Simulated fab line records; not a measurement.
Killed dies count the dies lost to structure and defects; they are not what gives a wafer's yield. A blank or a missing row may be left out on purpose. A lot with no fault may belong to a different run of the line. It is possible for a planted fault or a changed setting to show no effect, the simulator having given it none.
fab line records	flow nand_harc
record lots=6	wafers=18	last_day=24
route steps=1159 shown A_STAIRCASE@731 A_SGD_CUT@747 END@1159
lots untouched by any fault: they come from a run of this same line in which no faults occurred
start_h: the number of hours between the record's first day and the start of the first shown wafer of the lot	wait_h: time in hours since the lot's previous step	" as in the row above	L1.1+2: several wafers, shown together as one row	- either no value or no given start	* or withheld: withheld	< > ~ a bound
route shown NAME@n: a module of which the file shows steps, and the number in the route of the first	usual: mean/standard deviation taken from wafers without a fault	same: alike in all rows	chamber/n: place in a boat	sites: per-site readings	_std_site: how widely they spread, as a standard deviation	_edge_site: mean of outer sites minus mean of inner sites	radius_mm: for every site, how far away it sits from the centre of the wafer	mask NAME#n: copy n	behind: the most recent tool/chamber to have shaped the wafer	hold: why the lot was held/for how many hours/how that ended	device: the transistor (n, p or np) that didn't switch	end of line: the route-end tests of the same wafers	a step given without rows: its recipe and nothing more	killed: count of dies lost to structure and defects at first sort (not the wafer's yield)	map: a wafer's dies, marking killed ones x, the rest . and places with no die _
set.NAME: the setting as run; set.NAME@STEP: as run at that earlier step	model.NAME: the simulator's own value behind a step, which no gauge read
lots seen at some steps along the route; tables by step, rows by wafer
services: when a tool's chamber went out of use (start_h, in hours from the record's first day, below 0 if earlier), for how many hours, and the reason
## steps
# step NHARC_A_STAIRCASE_PRECLEAN_448
# recipe time_s=*	temp_c=50	bath_age_min=0	chemistry=SC1
# step NHARC_A_STAIRCASE_SRD_449
# step NHARC_A_STAIRCASE_CMP_450
# recipe target_thk_nm=200	material=SiO2
# usual motor_current_A=12.4/1.6	pad_life_wafers=321/180
lot.wafer	tool	chamber	start_h	wait_h	motor_current_A	pad_life_wafers
L246.4	cmp-04	0	322.11	-	13.7	78
L246.2	"	3	"	"	10.6	81
L246.5	"	1	"	"	10.3	-
L254.3	cmp-03	0	360.33	-	11.9	43
L254.4	"	2	"	"	13.6	45
L254.5	"	3	"	"	12.3	-
L257.4	cmp-03	0	390.25	-	11.1	300
L257.3	"	2	"	"	13.7	302
L257.6	"	1	"	"	15.4	-
L261.4	cmp-03	3	400.58	-	12.0	396
L261.2	"	2	"	"	14.7	399
L261.5	"	0	"	"	11.3	-
L264.1	cmp-03	3	412.82	-	11.9	553
L264.5	"	2	"	"	14.3	-
L264.6	"	3	"	"	12.2	-
L268.2	cmp-04	2	446.86	-	12.4	230
L268.1	"	3	"	"	11.2	231
L268.5	"	0	"	"	14.0	-
# step NHARC_A_STAIRCASE_CMP_152
# usual motor_current_A=12.3/1.5	pad_life_wafers=327/180
lot.wafer	tool	chamber	start_h	wait_h	motor_current_A	pad_life_wafers
L246.4	cmp-04	0	322.18	0.1	14.4	84
L246.2	"	3	"	"	10.2	87
L246.5	"	1	"	"	10.2	-
L254.3	cmp-03	0	360.40	0.1	11.3	49
L254.4	"	2	"	"	14.0	51
L254.5	"	3	"	"	12.0	-
L257.4	cmp-03	0	390.33	0.1	11.5	306
L257.3	"	2	"	"	14.1	308
L257.6	"	1	"	"	14.9	-
L261.4	cmp-03	3	400.66	0.1	12.0	402
L261.2	"	2	"	"	13.7	405
L261.5	"	0	"	"	10.9	-
L264.1	cmp-03	3	412.89	0.1	11.5	559
L264.5	"	2	"	"	13.8	-
L264.6	"	3	"	"	11.7	-
L268.2	cmp-04	2	446.93	0.1	12.3	236
L268.1	"	3	"	"	10.8	237
L268.5	"	0	"	"	13.8	-
# step NHARC_A_STAIRCASE_SRD_154
# step NHARC_A_STAIRCASE_ETCH_403
# recipe target_depth_a=1082	chemistry=dHF	material=SiO2
# step NHARC_A_STAIRCASE_ETCHBACK_422
# recipe target_depth_a=400	over_etch_frac=0.3	time_s=74.286	ion_energy_ev=120	ch3f_flow_sccm=50	o2_flow_sccm=30	ar_flow_sccm=200	rf_w=500	bias_w=100	chemistry=CH3F/O2
# step NHARC_A_STAIRCASE_ETCH_423
# recipe target_depth_a=300	chemistry=dHF	material=SiO2
# step NHARC_A_STAIRCASE_ETCHBACK_157
# recipe target_depth_a=900	over_etch_frac=0.3	time_s=167.14	ion_energy_ev=120	ch3f_flow_sccm=50	o2_flow_sccm=30	ar_flow_sccm=200	rf_w=500	bias_w=100	chemistry=CH3F/O2
# step NHARC_A_STAIRCASE_STRIP_475
# recipe time_s=20	o2_flow_sccm=500	ar_flow_sccm=0	bias_w=0	chemistry=O2
# usual chamber_pressure_mTorr=60.00/0.052	drypump_motor_current_A=5.8/0.57	oes_product_au=0.994/0.01	rf_vpp_V=57.9/0.83	showerhead_plenum_p_Torr=3.58/0.16	throttle_valve_pct=17.036/0.0083
lot.wafer	tool	chamber	start_h	wait_h	chamber_pressure_mTorr	drypump_motor_current_A	oes_product_au	rf_hours_counter_h	rf_vpp_V	showerhead_plenum_p_Torr	throttle_valve_pct
L246.4	rie_diel-13	0	-	-	59.96	6.3	0.989	15	58.9	3.80	17.035
L246.2	"	1	"	"	59.99	6.0	0.993	16	56.5	3.32	17.040
L246.5	"	2	"	"	60.06	5.8	0.986	-	57.9	3.76	17.022
L254.3	rie_diel-07	0	361.58	0.3	60.06	5.1	0.996	49	58.0	3.78	17.024
L254.4	"	3	"	"	60.00	5.2	1.004	-	58.4	3.54	17.023
L254.5	"	1	"	"	60.05	4.9	0.990	-	58.2	3.58	17.032
L257.3	rie_diel-07	2	-	-	59.98	6.6	1.008	53	56.4	3.46	17.032
L257.4	"	3	"	"	59.99	5.1	0.999	53	58.0	3.54	17.044
L257.6	"	1	"	"	59.96	4.9	0.988	-	58.2	3.57	17.033
L261.4	rie_diel-05	1	-	-	59.99	5.3	0.973	18	56.9	3.76	17.045
L261.2	"	0	"	"	60.04	6.3	0.982	21	56.1	3.45	17.036
L261.5	"	2	"	"	59.95	6.3	0.995	-	58.5	3.58	17.050
L264.1	rie_diel-05	3	-	-	60.00	6.3	0.997	25	58.6	3.43	17.040
L264.5	"	2	"	"	59.97	6.3	1.004	-	59.1	3.58	17.027
L264.6	"	3	"	"	59.99	6.3	1.002	-	58.8	3.43	17.033
L268.2	rie_diel-13	3	-	-	60.00	5.2	0.999	60	58.2	3.45	17.041
L268.1	"	0	"	"	59.97	6.3	0.983	61	59.0	3.77	17.038
L268.5	"	3	"	"	60.08	5.2	0.997	-	57.9	3.45	17.041
# step NHARC_A_STAIRCASE_DEP_471
# recipe target_thk_a=1000	temp_c=400	pressure_torr=6.5	rf_w=900	teos_flow_sccm=161.4	flow_sccm=2650	target_thk_nm=100	gas=O2	material=SiO2
# usual heater_power_w=570/100	throttle_valve_pct=16.1/0.44
lot.wafer	tool	chamber	start_h	wait_h	heater_power_w	throttle_valve_pct
L246.2	pecvd-01	2	323.39	-	537	15.3
L246.4	"	2	"	"	544	15.5
L246.5	"	1	"	"	490	16.2
L254.3	pecvd-03	2	361.74	-	598	15.6
L254.4	"	1	"	"	556	15.9
L254.5	"	2	"	"	590	15.6
L257.3	pecvd-01	0	391.44	-	471	16.7
L257.4	"	0	"	"	480	16.7
L257.6	"	2	"	"	509	15.8
L261.2	pecvd-03	1	401.81	-	496	16.1
L261.5	"	0	"	"	478	15.7
L261.4	"	1	"	"	501	15.9
L264.1	pecvd-03	0	414.03	-	528	15.9
L264.5	"	0	"	"	561	15.8
L264.6	"	1	"	"	597	16.1
L268.1	pecvd-03	0	448.00	-	601	16.3
L268.2	"	2	"	"	596	15.9
L268.5	"	2	"	"	592	15.7
# step NHARC_A_STAIRCASE_CMP_472
# recipe material=SiO2
# usual motor_current_A=12.1/1.5	pad_life_wafers=299/170
lot.wafer	tool	chamber	start_h	wait_h	motor_current_A	pad_life_wafers
L246.4	cmp-02	1	323.70	0.2	11.4	516
L246.2	"	3	"	"	11.6	518
L246.5	"	1	"	"	11.9	-
L254.4	cmp-04	1	361.95	0.1	10.2	366
L254.3	"	0	"	"	13.6	369
L254.5	"	2	"	"	12.0	-
L257.4	cmp-04	0	391.84	0.3	14.2	595
L257.3	"	2	"	"	12.0	597
L257.6	"	3	"	"	11.2	-
L261.2	cmp-03	1	402.15	0.3	15.6	433
L261.4	"	3	"	"	11.8	435
L261.5	"	1	"	"	15.3	-
L264.1	cmp-03	3	414.33	0.3	12.4	584
L264.6	"	1	"	"	15.3	-
L264.5	"	2	"	"	14.2	-
L268.2	cmp-04	0	448.28	0.2	14.1	246
L268.1	"	3	"	"	10.3	249
L268.5	"	1	"	"	11.7	-
# step NHARC_A_STAIRCASE_SRD_474
# step NHARC_A_STAIRCASE_INSPECT_155
# usual raw_defect_count=379/120
lot.wafer	tool	chamber	start_h	wait_h	raw_defect_count
L246.2	defect_inspect-02	-	324.04	0.1	544
L246.4	"	-	"	"	701
L246.5	"	-	"	"	923
L254.3	defect_inspect-01	-	362.30	0.1	1653
L254.4	"	-	"	"	1486
L254.5	"	-	"	"	1689
L257.3	defect_inspect-01	-	392.16	0.1	1591
L257.4	"	-	"	"	1523
L257.6	"	-	"	"	1455
L261.2	defect_inspect-01	-	402.47	0.1	448
L261.4	"	-	"	"	414
L261.5	"	-	"	"	424
L264.1	defect_inspect-01	-	414.63	0.1	381
L264.5	"	-	"	"	399
L264.6	"	-	"	"	308
L268.1	defect_inspect-01	-	448.62	0.1	300
L268.2	"	-	"	"	458
L268.5	"	-	"	"	491
# step NHARC_A_SGD_CUT_DEP_00
# recipe target_thk_a=500	temp_c=400	target_thk_nm=50	flow_sccm=200	rf_w=450	material=SiNx
# usual heater_power_w=731/110
lot.wafer	tool	chamber	start_h	wait_h	heater_power_w
L246.2	pecvd-02	1	324.17	0.1	904
L246.5	"	2	"	"	717
L246.4	"	1	"	"	891
L254.3	pecvd-02	2	362.42	0.1	787
L254.4	"	0	"	"	615
L254.5	"	2	"	"	806
L257.3	pecvd-02	2	392.26	0.1	812
L257.4	"	1	"	"	844
L257.6	"	0	"	"	664
L261.2	pecvd-03	2	402.56	0.1	759
L261.4	"	0	"	"	757
L261.5	"	1	"	"	719
L264.1	pecvd-03	2	414.69	0.1	684
L264.5	"	2	"	"	674
L264.6	"	0	"	"	722
L268.2	pecvd-03	0	448.71	0.1	629
L268.1	"	1	"	"	720
L268.5	"	1	"	"	738
# step NHARC_A_SGD_CUT_DEHYDRATE_01
# recipe temp_c=150	time_s=120
# step NHARC_A_SGD_CUT_HMDS_02
# recipe time_s=30
# step NHARC_A_SGD_CUT_COAT_56
# recipe temp_c=260	time_s=75
# step NHARC_A_SGD_CUT_COAT_57
# recipe temp_c=225	time_s=65
# step NHARC_A_SGD_CUT_COAT_03
# recipe spin_rpm=1500	resist_thk_nm=90
# step NHARC_A_SGD_CUT_SOFTBAKE_04
# recipe temp_c=105	time_s=55
# step NHARC_A_SGD_CUT_EBR_05
# step NHARC_A_SGD_CUT_EXPOSE_06
# recipe na=1.35	dose_mj=85.59	mask_id=SGD
# step NHARC_A_SGD_CUT_PEB_07
# recipe peb_temp_c=100	peb_time_s=65
# step NHARC_A_SGD_CUT_DEVELOP_08
# recipe develop_time_s=35	dev_temp_c=23
# step NHARC_A_SGD_CUT_CD_MEAS_09
# recipe target_cd_nm=100	landing_energy_ev=500
# usual cd_nm=100.2/0.67
lot.wafer	tool	chamber	start_h	wait_h	cd_nm
L246.2	cd_sem-02	0	324.84	-	99.5
L246.4	"	0	"	"	99.6
L246.5	"	0	"	"	98.4
L254.3	cd_sem-03	0	363.09	-	100.4
L254.4	"	0	"	"	99.7
L254.5	"	0	"	"	99.0
L257.3	cd_sem-03	0	392.97	-	100.2
L257.4	"	0	"	"	100.1
L257.6	"	0	"	"	100.2
L261.2	cd_sem-03	0	403.16	-	99.3
L261.4	"	0	"	"	100.0
L261.5	"	0	"	"	100.0
L264.1	cd_sem-02	0	415.41	-	101.0
L264.5	"	0	"	"	100.5
L264.6	"	0	"	"	100.2
L268.1	cd_sem-02	0	449.41	-	100.9
L268.2	"	0	"	"	100.8
L268.5	"	0	"	"	100.8
# step NHARC_A_SGD_CUT_OVL_MEAS_10
# usual overlay_x_nm=0.0/0.61	overlay_y_nm=-0.1/0.69
lot.wafer	tool	chamber	start_h	wait_h	overlay_x_nm	overlay_y_nm
L246.2	overlay-02	-	324.92	-	1.0	0.7
L246.4	"	-	"	"	0.6	0.9
L246.5	"	-	"	"	1.0	0.8
L254.3	overlay-01	-	363.18	-	0.3	0.2
L254.4	"	-	"	"	-0.2	0.9
L254.5	"	-	"	"	-0.7	0.8
L257.3	overlay-01	-	393.05	-	0.3	0.1
L257.4	"	-	"	"	-0.1	-0.2
L257.6	"	-	"	"	0.8	0.5
L261.2	overlay-01	-	403.25	-	0.0	0.1
L261.4	"	-	"	"	-0.2	0.0
L261.5	"	-	"	"	0.1	0.2
L264.1	overlay-02	-	415.51	-	0.2	0.0
L264.5	"	-	"	"	0.8	-0.4
L264.6	"	-	"	"	0.1	-0.3
L268.1	overlay-01	-	449.50	-	0.0	-0.5
L268.2	"	-	"	"	0.2	0.6
L268.5	"	-	"	"	0.0	0.2
# step NHARC_A_SGD_CUT_INSPECT_11
# usual raw_defect_count=18/9.2
lot.wafer	tool	chamber	start_h	wait_h	raw_defect_count
L246.2	defect_inspect-02	-	324.96	0.0	6
L246.4	"	-	"	"	5
L246.5	"	-	"	"	9
L254.3	defect_inspect-01	-	363.21	0.0	1264
L254.4	"	-	"	"	1233
L254.5	"	-	"	"	1256
L257.3	defect_inspect-01	-	393.09	0.0	1310
L257.4	"	-	"	"	1284
L257.6	"	-	"	"	1236
L261.2	defect_inspect-02	-	403.29	0.0	12
L261.4	"	-	"	"	9
L261.5	"	-	"	"	13
L264.1	defect_inspect-02	-	415.54	0.0	33
L264.5	"	-	"	"	40
L264.6	"	-	"	"	36
L268.1	defect_inspect-01	-	449.53	0.0	14
L268.2	"	-	"	"	17
L268.5	"	-	"	"	14
# step NHARC_A_SGD_CUT_DESCUM_14
# recipe time_s=3	o2_flow_sccm=200	ar_flow_sccm=0	bias_power_w=0	chemistry=O2
# step NHARC_END_SORT_01
# recipe temp_c=25
# usual killed_at_array=28/10	killed_at_other=0.6/1.1	killed_at_periphery=3.6/2.6	killed_dies=32/10	killed_open=3.3/1.8	killed_short=1.9/1.4
# same gross_dies=677
lot.wafer	tool	chamber	start_h	wait_h	killed_at_array	killed_at_other	killed_at_periphery	killed_dies	killed_open	killed_short
L254.3	prober-01	0	506.91	3.1	565	0	4	569	2	0
L254.4	prober-01	0	507.71	3.4	573	0	3	576	4	2
L254.5	prober-01	0	508.52	3.7	566	0	3	569	2	0
L257.3	prober-02	0	515.35	3.1	567	0	2	569	1	0
L257.4	prober-02	0	516.16	3.4	560	0	2	562	0	0
L257.6	prober-02	0	517.77	4.0	571	1	2	574	0	0
# killed by level:class
L254.3 A_STAIRCASE:unspecified=551 A_SLIT:chamber_film_flake=6 A_CHANNEL_HOLE_D1:chamber_film_flake=4 P_STI:chamber_film_flake=2 P_GATE:geometric_particle:open=1 A_CONTACT:geometric_particle:open=1 P_BONDPAD:chamber_film_flake=1 A_ZERO_WELL:chamber_film_flake=1
L254.4 A_STAIRCASE:unspecified=556 A_CHANNEL_HOLE_D1:chamber_film_flake=6 A_CHANNEL_FILL_D1:geometric_particle:open=2 P_STI:chamber_film_flake=2 A_ZERO_WELL:chamber_film_flake=2 A_SLIT:chamber_film_flake=2 P_GATE:geometric_particle:short=1 A_WL_FILL:geometric_particle:open=1
L254.5 A_STAIRCASE:unspecified=546 A_CHANNEL_HOLE_D1:chamber_film_flake=10 A_SLIT:chamber_film_flake=8 P_STI:chamber_film_flake=2 P_CONTACT:geometric_particle:open=1 A_CHANNEL_FILL_D1:geometric_particle:open=1 A_CHANNEL_FILL_D1:chamber_film_flake=1
L257.3 A_STAIRCASE:unspecified=554 A_CHANNEL_HOLE_D1:chamber_film_flake=10 P_GATE:chamber_film_flake=2 A_STAIRCASE:chamber_film_flake=2 A_WL_FILL:geometric_particle:open=1
L257.4 A_STAIRCASE:unspecified=551 A_CHANNEL_HOLE_D1:chamber_film_flake=5 P_GATE:chamber_film_flake=2 A_ZERO_WELL:chamber_film_flake=1 A_CHANNEL_FILL_D1:chamber_film_flake=1 A_STAIRCASE:chamber_film_flake=1 A_CONTACT:chamber_film_flake=1
L257.6 A_STAIRCASE:unspecified=557 A_CHANNEL_HOLE_D1:chamber_film_flake=13 P_GATE:chamber_film_flake=1 P_BONDPAD:chamber_film_flake=1 A_CONTACT:chamber_film_flake=1 THIN_TSV:chamber_film_flake=1
# map L254.4 (x killed, . not)
____________x____________
_________xxxx.x._________
_______.x.xxx.xxxx_______
______xxxxxxxxx.xxx______
_____xxxxx.xxxxxxxxx_____
____x.xxx.xx.xxxxxxxx____
____xxxxxx.xxxx.xxxxx____
___.xx.x.xxx...xxxxxxx___
___x.xxxxxxxx.xxx.xxxx___
__x.xx.xxxxxxxxx.xxxxxx__
__x.xxxxxx.xxxxxx.xxxxx__
_x.xxxxxxxxxxxxxxx.xxxxx_
_x.xxxxxxxxxxx.xxxx.xxxx_
_xxxxxxxxxxxxx.xxxxxxx.x_
_xxx.xxxxxxxxxx.xx...x.._
_xx.xxx.xxxx.xxxxxxxxxxx_
xxxxxxx.xxxxx.xxxxxxxxxxx
xxxxx.xxx.xx.xxxxxxxxxxxx
xxxxxxx.x.x.xxx.xxxxxxxxx
xx.xxxxxxxxxxxxxxxxxxxxxx
x.xxx.xxxxxxxxxxxxxxxxxx.
_xxxxx.x.xxxxxxxxxxxxxxx_
_xxx.xxxxxxxxxxxxxxxxx.x_
_xxxxxxxx.xxxx.xx.xxx.xx_
_x..xxxxx..xxxxx.xxx.xxx_
_xxxxxx.xxxx.x.xxxxxxx.x_
__x.xxxxxxxxxxx.xxxxxxx__
__xxxxxxxx.xxx.xxx..xxx__
___xxx.xxxxx.xx..xxx..___
___xxxxxx.xxx.xxxxxxxx___
____xxxx.xxxxx.xxxxxx____
____xxxxx.xxxx.xx.xx.____
_____xxxxxx.xxxxxxx._____
______xxxxxxxx.xxx.______
_______xxxxxxxxxxx_______
_________xx.x.xx_________
____________x____________
# map L257.6 (x killed, . not)
____________.____________
_________xxxxxxx_________
_______xxxxxx..xxx_______
______xxxxxxxx.xxxx______
_____xxxxxxxxxxx.xxx_____
____xxx..xx.x.xxx.xxx____
____xxxx.xxxxxxxx..xx____
___xxxxxxxxx.xxxxxxxxx___
___xxxxxxx..xxxx..xxxx___
__..xxxxxxxxxxx.xxxxxxx__
__.xxx.xxxxxxxxxxxxxxxx__
_xx.xxxxx.xxxxx..xxx.xxx_
_x.xxx.xxxxxxxxxx.xxxxx._
_.xxxx.xxxxxxxxxxxxxxxxx_
_xxxxxxxxxx.xxxx..xxxx.x_
_xxxx..xxxxxxx...xxxxxxx_
xx.x.xxxxxxxxx.xxxxxxx.xx
xxxxxxx.x.xx.x.xxxxxxxxxx
xxxxxxx.xx..xxxxx.xxxxxxx
xxxx.x.xx.xxxx.xxxxxxxxxx
x.xxxxxxx.xxxxxx.xxx.xxxx
_xxxxxxxx.xxx.xxxxxxxxxx_
_xxxx.xxxxxxxxxxxxxxxxxx_
_xxxxx.xxxxxxx.x.xxxxxxx_
_xxxxxxxxx.x.xxxxxxxxxx._
_x.xx..xxxxxxxxxxx.xxxxx_
__xx.x.xxxxxxx.xxxxxx.x__
__xx.xx.x..xxxx..xxxxxx__
___xxxxx.xxxxxxxxxxx.x___
___xx.x..x.xxxxxxxxxxx___
____xxxxxxxxxxxxxxxxx____
____xxxxx.xxxxxxxxxxx____
_____x.xx.xxx.xxxxxx_____
______x..xx.xxxx.xx______
_______xxxxx.xxx.x_______
_________xxx.xxx_________
____________x____________
## services
tool	chamber	start_h	hours	kind
cmp-04	-	301.00	4.0	pm
pecvd-01	0	303.67	23.3	repair
rie_diel-05	-	321.33	2.1	repair
cmp-02	-	327.89	4.0	pm
cmp-03	-	329.32	2.0	repair
pecvd-02	-	334.67	13.0	pm
rie_diel-05	0	337.34	6.3	repair
rie_diel-05	-	340.62	9.0	pm
pecvd-03	-	346.53	1.1	repair
cmp-02	-	347.95	1.6	repair
cmp-02	-	351.69	62.5	repair
cmp-03	-	352.26	4.0	pm
rie_diel-07	3	379.10	4.6	repair
rie_diel-05	3	379.32	4.2	repair
rie_diel-13	3	390.10	4.1	repair
cmp-04	-	391.42	0.4	repair
cmp-04	-	394.50	0.7	repair
cmp-03	-	396.11	0.4	repair
cmp-04	-	399.00	4.0	pm
cmp-04	-	405.77	2.6	repair
rie_diel-07	-	406.34	9.0	pm
pecvd-01	-	418.21	13.0	pm
pecvd-03	0	420.83	2.2	repair
cmp-02	-	425.89	4.0	pm
## key
first_sign step=NHARC_A_STAIRCASE_INSPECT_155	reading=raw_defect_count	direction=up	sigmas=9.8	usual=379	struck=1566
effect step=NHARC_A_SGD_CUT_INSPECT_11	reading=raw_defect_count	direction=up	sigmas=99+	usual=18	struck=1264
effect step=NHARC_END_SORT_01	reading=killed_at_array	direction=up	sigmas=53	usual=28	struck=567
more_kills_born_at NHARC_A_STAIRCASE_CMP_472@cmp-04=3315
met_at NHARC_A_STAIRCASE_CMP_472
struck_wafers L254.3,L254.4,L254.5,L257.3,L257.4,L257.6
tester_left_out L254,L257
also_fits NHARC_A_STAIRCASE_STRIP_475:rie_diel-07
fault kind=chamber_particle_source	tool=cmp-04	chamber=-	onset_h=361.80	steps=NHARC_A_STAIRCASE_CMP_472	rate_per_visit_cm2=1.9295	end_h=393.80
# tester_left_out: of these lots the tester's yield and bins aren't shown, on N5 and GAA mostly nor the transistor test; their killed dies are dies lost to structure and defects alone, not to doping, threshold or leakage, so they don't give the yield
